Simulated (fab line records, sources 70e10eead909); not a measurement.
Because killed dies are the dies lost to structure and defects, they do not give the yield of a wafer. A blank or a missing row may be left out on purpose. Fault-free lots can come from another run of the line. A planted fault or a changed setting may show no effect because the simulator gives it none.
Matching of chambers ; flow nandHarc ; NHARC_A_ZERO_WELL_ETCH_13 on rieSi-05: 4 sister chambers
The step etches the open film in HBr/Cl2, target depth 120 nm, time 40.1 s. 4 wafers are shown with their chamber, then 7 later ones without.

## WAFERS, EACH WITH ITS CHAMBER
wafer;chamber;oesProductAu (a.u.)
L197.3;3;0.992
L200.4;2;0.991
L209.1;0;0.993
L209.4;1;1.012

## WAFERS WHOSE CHAMBER IS MISSING
wafer;oesProductAu (a.u.)
L209.6;0.996
L210.3;0.999
L210.4;1.001
L210.5;0.999
L213.4;0.995
L213.5;1.005
L213.6;1.000

## EACH ONE'S CHAMBER
wafer;from the rows above;in truth
L209.6;can't be placed: 0 or 3 or 2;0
L210.3;can't be placed: 0 or 3 or 2 or 1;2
L210.4;can't be placed: 0 or 3 or 2 or 1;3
L210.5;can't be placed: 0 or 3 or 2 or 1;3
L213.4;can't be placed: 0 or 3 or 2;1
L213.5;can't be placed: 1 or 0 or 3 or 2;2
L213.6;can't be placed: 0 or 3 or 2 or 1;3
Correctly placed: 0 of 7. Cannot be placed on the basis of these rows: 7; the candidates contain the true chamber in 6. Wrongly placed: 0.
How it was worked out, from the rows above alone: a wafer's distance from a chamber is the root of the sum, over the readings, of the square of ((its reading less the chamber's mean) divided by the reading's scatter). The wafer belongs to the nearest chamber; if the next one is less than 2 further off, it can't be placed. For every chamber, the mean is computed from those of its wafers that are shown. The scatter: with one shown wafer a chamber, the root of the mean of the squares of how far each hidden wafer lies from its nearest shown one.
